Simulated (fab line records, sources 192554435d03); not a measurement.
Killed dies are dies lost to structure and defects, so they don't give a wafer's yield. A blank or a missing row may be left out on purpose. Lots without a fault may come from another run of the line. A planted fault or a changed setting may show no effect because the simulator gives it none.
Which tool did it? | flow n5_finfet | 24 lots, 72 wafers sampled, at 6 steps of a route of 1938

WHAT THE GAUGES READ, wafer by wafer
N5_PMOS_HMC_CHANNEL_EPI_OVL_MEAS_10. Usual: PMOS_HMC_BLK_OVL 0.2 nm, standard deviation 0.82.
lot  | measured    | on         | PMOS_HMC_BLK_OVL (nm) | flag
L074 | day 1 17:42 | overlay-01 | 1.5 -0.5 0.5          |
L075 | day 1 23:37 | overlay-02 | 0.7 1.3 0.8           |
L076 | day 2 05:28 | overlay-02 | -0.9 0.5 -0.1         |
L077 | day 2 11:28 | overlay-01 | 1.1 -0.2 -0.3         |
L078 | day 2 17:15 | overlay-02 | -0.2 -0.5 0.3         |
L079 | day 2 23:30 | overlay-01 | 0.5 0.3 0.2           |
L080 | day 3 05:52 | overlay-01 | -0.5 -0.2 -0.7        |
L081 | day 3 11:22 | overlay-02 | 0.4 1.3 0.6           |
L082 | day 3 17:19 | overlay-02 | 1.5 1.4 2.3           |
L083 | day 3 23:38 | overlay-02 | 0.1 0.4 1.0           |
L084 | day 4 05:45 | overlay-01 | -0.1 0.9 -0.3         |
L085 | day 4 11:31 | overlay-02 | 0.9 0.6 -0.7          |
L086 | day 4 17:23 | overlay-02 | -0.8 -0.6 -0.1        |
L087 | day 4 23:30 | overlay-02 | 1.5 0.7 1.0           |
L088 | day 5 05:34 | overlay-02 | -0.7 -0.7 -0.2        |
L089 | day 5 11:33 | overlay-01 | 0.7 0.7 -0.1          |
L090 | day 5 17:20 | overlay-02 | -0.3 0.3 0.2          |
L091 | day 5 23:14 | overlay-02 | -0.1 0.0 -0.1         |
L092 | day 6 05:55 | overlay-02 | 0.2 0.2 1.1           |
L093 | day 6 12:47 | overlay-02 | 0.7 1.1 0.1           |
L094 | day 6 17:35 | overlay-01 | 1.0 0.8 0.1           |
L095 | day 6 23:24 | overlay-02 | 0.7 -0.2 -0.7         |
L096 | day 7 05:29 | overlay-01 | 0.6 -0.5 1.0          |
L097 | day 7 11:32 | overlay-01 | -0.2 -1.8 -1.2        |

N5_FIN_SAQP_CD_MEAS_37: target cd 8 nm. Usual: cd_nm 8.10 nm, standard deviation 0.23.
lot  | measured    | on        | cd_nm (nm)     | flag
L074 | day 2 04:00 | cd_sem-02 | 8.41 8.16 8.17 |
L075 | day 2 08:51 | cd_sem-03 | 7.59 8.00 8.38 |
L076 | day 2 14:55 | cd_sem-01 | 8.42 7.79 8.08 |
L077 | day 2 20:58 | cd_sem-02 | 8.34 7.67 8.42 |
L078 | day 3 04:11 | cd_sem-02 | 8.38 8.38 8.28 |
L079 | day 3 08:14 | cd_sem-03 | 8.53 8.34 7.97 |
L080 | day 3 16:28 | cd_sem-02 | 8.17 8.19 8.31 |
L081 | day 3 22:05 | cd_sem-01 | 8.47 8.26 7.87 |
L082 | day 4 03:20 | cd_sem-01 | 7.84 8.05 8.04 |
L083 | day 4 08:56 | cd_sem-02 | 8.01 8.37 8.23 |
L084 | day 4 16:41 | cd_sem-01 | 7.99 7.88 8.29 |
L085 | day 4 21:55 | cd_sem-02 | 7.93 8.31 7.97 |
L086 | day 5 05:15 | cd_sem-01 | 8.49 8.19 8.26 |
L087 | day 5 08:24 | cd_sem-03 | 8.29 8.30 8.32 |
L088 | day 5 14:40 | cd_sem-03 | 8.04 7.95 7.90 |
L089 | day 5 20:55 | cd_sem-03 | 8.06 8.04 8.02 |
L090 | day 6 02:21 | cd_sem-01 | 7.98 7.77 7.86 |
L091 | day 6 08:10 | cd_sem-02 | 7.74 7.87 7.92 |
L092 | day 6 15:13 | cd_sem-03 | 8.40 7.87 8.28 |
L093 | day 6 21:46 | cd_sem-02 | 8.05 8.06 8.08 |
L094 | day 7 02:47 | cd_sem-03 | 7.92 7.85 8.15 |
L095 | day 7 09:13 | cd_sem-01 | 8.21 7.97 7.97 |
L096 | day 7 17:22 | cd_sem-03 | 8.37 8.26 7.57 |
L097 | day 7 23:42 | cd_sem-01 | 7.73 7.84 7.72 |

WHICH TOOL RAN EACH LOT (tool, then ch and the chambers of the sampled wafers, then the start)
lot  | N5_ZERO_LAYER_ETCH_18           | N5_FIN_SAQP_MANDREL_ETCH_58     | N5_FIN_SAQP_RECESS_63             | N5_FIN_SAQP_FIN_ETCH_36
L074 | rie_si-05 ch 0,1, day 1 12:55   | rie_si-06 ch 1,3, day 2 02:03   | vapor_etch-02 ch 0,1, day 2 02:08 | rie_si-05 ch 0,1,2, day 2 03:53
L075 | rie_si-06 ch 0,3, day 1 18:55   | rie_si-06 ch 1,3, day 2 07:01   | vapor_etch-01 ch 0,1, day 2 07:05 | rie_si-05 ch 1,2,3, day 2 08:44
L076 | rie_si-06 ch 0,1,2, day 2 00:51 | rie_si-06 ch 0,2,3, day 2 13:07 | vapor_etch-01 ch 0,1, day 2 13:12 | rie_si-06 ch 1,2,3, day 2 14:49
L077 | rie_si-01 ch 1,2,3, day 2 06:48 | rie_si-06 ch 1,2, day 2 19:02   | vapor_etch-01 ch 0,1, day 2 19:07 | rie_si-05 ch 0,2, day 2 20:51
L078 | rie_si-05 ch 1,3, day 2 12:48   | rie_si-05 ch 2,3, day 3 02:22   | vapor_etch-01 ch 0,1, day 3 02:26 | rie_si-05 ch 0,1,3, day 3 04:04
L079 | rie_si-01 ch 1,2,3, day 2 18:53 | rie_si-05 ch 1,2,3, day 3 06:26 | vapor_etch-02 ch 0,1, day 3 06:38 | rie_si-06 ch 0,2, day 3 08:07
L080 | rie_si-05 ch 1,2, day 3 01:08   | rie_si-06 ch 0,1, day 3 14:13   | vapor_etch-01 ch 0,1, day 3 14:25 | rie_si-05 ch 0,3, day 3 16:20
L081 | rie_si-06 ch 0,2,3, day 3 07:13 | rie_si-01 ch 1,2,3, day 3 19:54 | vapor_etch-02 ch 0,1, day 3 19:59 | rie_si-05 ch 0,1,2, day 3 21:58
L082 | rie_si-05 ch 0,1, day 3 12:47   | rie_si-06 ch 0,1, day 4 01:32   | vapor_etch-01 ch 0,1, day 4 01:37 | rie_si-06 ch 2,3, day 4 03:13
L083 | rie_si-05 ch 1,2,3, day 3 19:09 | rie_si-01 ch 0,2,3, day 4 06:53 | vapor_etch-02 ch 0,1, day 4 07:04 | rie_si-05 ch 1,2,3, day 4 08:49
L084 | rie_si-01 ch 0,2,3, day 4 01:23 | rie_si-06 ch 0,2,3, day 4 13:37 | vapor_etch-01 ch 0,1, day 4 13:41 | rie_si-06 ch 0,2, day 4 16:34
L085 | rie_si-05 ch 1,2,3, day 4 06:49 | rie_si-06 ch 1,3, day 4 19:32   | vapor_etch-02 ch 0,1, day 4 19:37 | rie_si-06 ch 0,2, day 4 21:47
L086 | rie_si-06 ch 0,1,2, day 4 12:48 | rie_si-01 ch 0,1, day 5 03:18   | vapor_etch-01 ch 0,1, day 5 03:23 | rie_si-01 ch 1,3, day 5 05:08
L087 | rie_si-05 ch 0,1,3, day 4 18:55 | rie_si-05 ch 0,2,3, day 5 06:36 | vapor_etch-01 ch 0,1, day 5 06:41 | rie_si-01 ch 0,1,3, day 5 08:17
L088 | rie_si-06 ch 0,2,3, day 5 00:55 | rie_si-05 ch 0,3, day 5 12:46   | vapor_etch-02 ch 0,1, day 5 12:50 | rie_si-05 ch 0,2,3, day 5 14:33
L089 | rie_si-01 ch 0,2,3, day 5 06:55 | rie_si-05 ch 0,3, day 5 18:52   | vapor_etch-02 ch 0,1, day 5 18:56 | rie_si-06 ch 0,3, day 5 20:47
L090 | rie_si-01 ch 0,1,2, day 5 13:10 | rie_si-06 ch 1,2,3, day 6 00:14 | vapor_etch-02 ch 0,1, day 6 00:19 | rie_si-05 ch 1,2,3, day 6 02:14
L091 | rie_si-06 ch 0,3, day 5 18:47   | rie_si-01 ch 0,3, day 6 06:06   | vapor_etch-02 ch 0,1, day 6 06:11 | rie_si-05 ch 1,2, day 6 08:00
L092 | rie_si-05 ch 1,2,3, day 6 00:52 | rie_si-05 ch 1,2, day 6 13:19   | vapor_etch-01 ch 0,1, day 6 13:23 | rie_si-05 ch 0,2, day 6 15:05
L093 | rie_si-05 ch 1,2,3, day 6 06:47 | rie_si-05 ch 0,2, day 6 19:38   | vapor_etch-01 ch 0,1, day 6 19:43 | rie_si-05 ch 0,1,2, day 6 21:39
L094 | rie_si-06 ch 0,1,3, day 6 12:55 | rie_si-06 ch 0,1,2, day 7 00:52 | vapor_etch-01 ch 0,1, day 7 00:57 | rie_si-01 ch 2,3, day 7 02:40
L095 | rie_si-01 ch 0,3, day 6 18:49   | rie_si-06 ch 0,1,3, day 7 06:59 | vapor_etch-01 ch 0,1, day 7 07:11 | rie_si-05 ch 0,2,3, day 7 09:05
L096 | rie_si-05 ch 0,1,3, day 7 00:55 | rie_si-05 ch 1,2,3, day 7 14:14 | vapor_etch-01 ch 0,1, day 7 14:19 | rie_si-06 ch 0,2,3, day 7 17:16
L097 | rie_si-01 ch 0,1,3, day 7 06:55 | rie_si-06 ch 2,3, day 7 20:34   | vapor_etch-01 ch 0,1, day 7 20:38 | rie_si-01 ch 1,3, day 7 23:35
- N5_ZERO_LAYER_ETCH_18: etches Si in HBr/Cl2, target depth 120 nm, time 40 s.
- N5_FIN_SAQP_MANDREL_ETCH_58: etches a-Si in HBr/Cl2, stops on SiNx, target depth 45 nm, bt time 10 s, time 27 s.
- N5_FIN_SAQP_RECESS_63: chemistry HF/NH3, target SiO2, target depth 18 nm, afs cycles 3, sublimation time 60 s.
- N5_FIN_SAQP_FIN_ETCH_36: etches the open film in HBr/Cl2/O2, target depth 120 nm, time 50.4 s.

WHAT THE TOOLS THEMSELVES READ (means of the sampled wafers that have a number; where no wafer has one, the mark that the record gives instead)
N5_ZERO_LAYER_ETCH_18. Usual: drypump_motor_current_A 5.9 A, standard deviation 0.46; oes_product_au 1.006 a.u., standard deviation 0.012; rf_fwd_power_W 795.8 W, standard deviation 2.7; throttle_valve_pct 36.24 %, standard deviation 0.18.
lot  | tool      | drypump_motor_current_A (A) | oes_product_au (a.u.) | rf_fwd_power_W (W) | throttle_valve_pct (%) | flag
L074 | rie_si-05 | 6.6                         | 1.015                 | 795.6              | 36.09                  |
L075 | rie_si-06 | 5.2                         | 0.998                 | 798.6              | 36.10                  |
L076 | rie_si-06 | 5.5                         | 1.006                 | 794.7              | 36.24                  |
L077 | rie_si-01 | 5.7                         | 0.998                 | 795.6              | 36.30                  |
L078 | rie_si-05 | 6.4                         | 1.003                 | 797.1              | 36.07                  |
L079 | rie_si-01 | 5.7                         | 1.003                 | 798.2              | 36.29                  |
L080 | rie_si-05 | 6.3                         | 1.028                 | 797.9              | 36.22                  |
L081 | rie_si-06 | 5.4                         | 0.998                 | 795.5              | 36.24                  |
L082 | rie_si-05 | 6.3                         | 1.004                 | 796.1              | 36.21                  |
L083 | rie_si-05 | 6.4                         | 1.010                 | 793.3              | 36.14                  |
L084 | rie_si-01 | 5.9                         | 1.005                 | 794.7              | 36.31                  |
L085 | rie_si-05 | 6.4                         | 1.015                 | 794.3              | 36.14                  |
L086 | rie_si-06 | 5.5                         | 1.005                 | 794.1              | 36.23                  |
L087 | rie_si-05 | 6.3                         | 1.008                 | 797.8              | 36.14                  |
L088 | rie_si-06 | 5.4                         | 1.000                 | 794.8              | 36.22                  |
L089 | rie_si-01 | 5.9                         | 1.000                 | 797.5              | 36.31                  |
L090 | rie_si-01 | 5.9                         | 1.003                 | 796.9              | 36.42                  |
L091 | rie_si-06 | 5.3                         | 0.998                 | 796.7              | 36.13                  |
L092 | rie_si-05 | 6.3                         | 1.014                 | 795.3              | 36.14                  |
L093 | rie_si-05 | 6.3                         | 1.020                 | 794.8              | 36.14                  |
L094 | rie_si-06 | 5.4                         | 0.996                 | 799.3              | 36.14                  |
L095 | rie_si-01 | 5.9                         | 1.008                 | 796.3              | 36.33                  |
L096 | rie_si-05 | 6.4                         | 1.009                 | 794.1              | 36.15                  |
L097 | rie_si-01 | 5.9                         | 1.001                 | 795.2              | 36.45                  |

N5_FIN_SAQP_MANDREL_ETCH_58. Usual: drypump_motor_current_A 5.8 A, standard deviation 0.47; oes_product_au 0.701 a.u., standard deviation 0.0087; rf_fwd_power_W 795 W, standard deviation 3.2; throttle_valve_pct 35.49 %, standard deviation 0.17.
lot  | tool      | drypump_motor_current_A (A) | oes_product_au (a.u.) | rf_fwd_power_W (W) | throttle_valve_pct (%) | flag
L074 | rie_si-06 | 5.4                         | 0.691                 | 796                | 35.43                  |
L075 | rie_si-06 | 5.4                         | 0.695                 | 793                | 35.41                  |
L076 | rie_si-06 | 5.4                         | 0.700                 | 795                | 35.48                  |
L077 | rie_si-06 | 5.6                         | 0.700                 | 797                | 35.52                  |
L078 | rie_si-05 | 6.1                         | 0.702                 | 791                | 35.46                  |
L079 | rie_si-05 | 6.3                         | 0.704                 | 794                | 35.40                  |
L080 | rie_si-06 | 5.5                         | 0.698                 | 795                | 35.39                  |
L081 | rie_si-01 | 5.7                         | 0.699                 | 792                | 35.56                  |
L082 | rie_si-06 | 5.3                         | 0.707                 | 792                | 35.35                  |
L083 | rie_si-01 | 5.9                         | 0.690                 | 796                | 35.58                  |
L084 | rie_si-06 | 5.4                         | 0.696                 | 799                | 35.49                  |
L085 | rie_si-06 | 5.4                         | 0.694                 | 796                | 35.42                  |
L086 | rie_si-01 | 5.8                         | 0.694                 | 792                | 35.83                  |
L087 | rie_si-05 | 6.1                         | 0.701                 | 793                | 35.52                  |
L088 | rie_si-05 | 6.0                         | 0.698                 | 795                | 35.52                  |
L089 | rie_si-05 | 6.1                         | 0.701                 | 796                | 35.51                  |
L090 | rie_si-06 | 5.6                         | 0.702                 | 798                | 35.52                  |
L091 | rie_si-01 | 5.9                         | 0.701                 | 796                | 35.57                  |
L092 | rie_si-05 | 6.3                         | 0.708                 | 792                | 35.48                  |
L093 | rie_si-05 | 6.1                         | 0.715                 | 793                | 35.58                  |
L094 | rie_si-06 | 5.5                         | 0.702                 | 796                | 35.49                  |
L095 | rie_si-06 | 5.4                         | 0.698                 | 796                | 35.39                  |
L096 | rie_si-05 | 6.3                         | 0.714                 | 793                | 35.39                  |
L097 | rie_si-06 | 5.5                         | 0.698                 | 796                | 35.51                  |

N5_FIN_SAQP_RECESS_63. Usual: drypump_motor_current_A 5.6 A, standard deviation 0.58.
lot  | tool          | drypump_motor_current_A (A) | flag
L074 | vapor_etch-02 | 4.9                         |
L075 | vapor_etch-01 | 5.8                         |
L076 | vapor_etch-01 | 5.8                         |
L077 | vapor_etch-01 | 6.1                         |
L078 | vapor_etch-01 | 5.8                         |
L079 | vapor_etch-02 | 4.9                         |
L080 | vapor_etch-01 | 6.1                         |
L081 | vapor_etch-02 | 4.9                         |
L082 | vapor_etch-01 | 5.8                         |
L083 | vapor_etch-02 | 5.1                         |
L084 | vapor_etch-01 | 6.1                         |
L085 | vapor_etch-02 | 5.2                         |
L086 | vapor_etch-01 | 6.1                         |
L087 | vapor_etch-01 | 6.1                         |
L088 | vapor_etch-02 | 5.1                         |
L089 | vapor_etch-02 | 5.1                         |
L090 | vapor_etch-02 | 4.9                         |
L091 | vapor_etch-02 | 4.9                         |
L092 | vapor_etch-01 | 5.8                         |
L093 | vapor_etch-01 | 6.1                         |
L094 | vapor_etch-01 | 5.8                         |
L095 | vapor_etch-01 | 6.1                         |
L096 | vapor_etch-01 | 6.1                         |
L097 | vapor_etch-01 | 6.1                         |

N5_FIN_SAQP_FIN_ETCH_36. Usual: drypump_motor_current_A 6.0 A, standard deviation 0.47; oes_product_au 1.010 a.u., standard deviation 0.019; rf_fwd_power_W 796.3 W, standard deviation 2.8; throttle_valve_pct 35.93 %, standard deviation 0.17.
lot  | tool      | drypump_motor_current_A (A) | oes_product_au (a.u.) | rf_fwd_power_W (W) | throttle_valve_pct (%) | flag
L074 | rie_si-05 | 6.4                         | 1.019                 | 793.2              | 35.91                  |
L075 | rie_si-05 | 6.3                         | 1.025                 | 793.7              | 35.82                  |
L076 | rie_si-06 | 5.5                         | 1.004                 | 797.4              | 35.97                  |
L077 | rie_si-05 | 6.1                         | 1.010                 | 797.0              | 36.03                  |
L078 | rie_si-05 | 6.3                         | 1.007                 | 797.5              | 35.86                  |
L079 | rie_si-06 | 5.6                         | 1.007                 | 796.5              | 36.03                  |
L080 | rie_si-05 | 6.1                         | 1.005                 | 798.9              | 35.88                  |
L081 | rie_si-05 | 6.3                         | 1.021                 | 799.6              | 35.89                  |
L082 | rie_si-06 | 5.6                         | 1.010                 | 799.7              | 36.07                  |
L083 | rie_si-05 | 6.3                         | 1.025                 | 797.1              | 35.83                  |
L084 | rie_si-06 | 5.4                         | 0.993                 | 798.3              | 35.93                  |
L085 | rie_si-06 | 5.4                         | 1.008                 | 798.0              | 35.92                  |
L086 | rie_si-01 | 5.6                         | 1.010                 | 794.6              | 36.02                  |
L087 | rie_si-01 | 5.9                         | 1.010                 | 796.4              | 36.16                  |
L088 | rie_si-05 | 6.1                         | 1.002                 | 794.9              | 35.97                  |
L089 | rie_si-06 | 5.2                         | 0.979                 | 797.3              | 35.85                  |
L090 | rie_si-05 | 6.3                         | 1.032                 | 794.1              | 35.82                  |
L091 | rie_si-05 | 6.6                         | 1.037                 | 793.1              | 35.77                  |
L092 | rie_si-05 | 6.1                         | 1.014                 | 794.1              | 36.03                  |
L093 | rie_si-05 | 6.3                         | 1.028                 | 797.1              | 35.91                  |
L094 | rie_si-01 | 5.8                         | 0.986                 | 793.7              | 35.87                  |
L095 | rie_si-05 | 6.1                         | 1.015                 | 793.6              | 35.95                  |
L096 | rie_si-06 | 5.4                         | 0.996                 | 798.0              | 35.95                  |
L097 | rie_si-01 | 5.6                         | 1.005                 | 794.4              | 36.15                  |

THE ANSWER, worked out from the rows above alone
Rule: a lot is off if the mean of its wafers that have a number lies more than 3 standard deviations from the usual mean. A lot without any number at a reading at which 4 lots or more have one is off too. The other lots that the step has rows for count as sound. The gauges are gone through in route order, then the tools' own readings, and for those a lot's mean is taken as printed above. The first step at which some lot is off is used, and at that step the reading that is off furthest; a lot without a number counts as furthest.
No lot is off at any reading shown: from this, nothing can be told.

WHAT THE SIMULATOR HAD PUT IN
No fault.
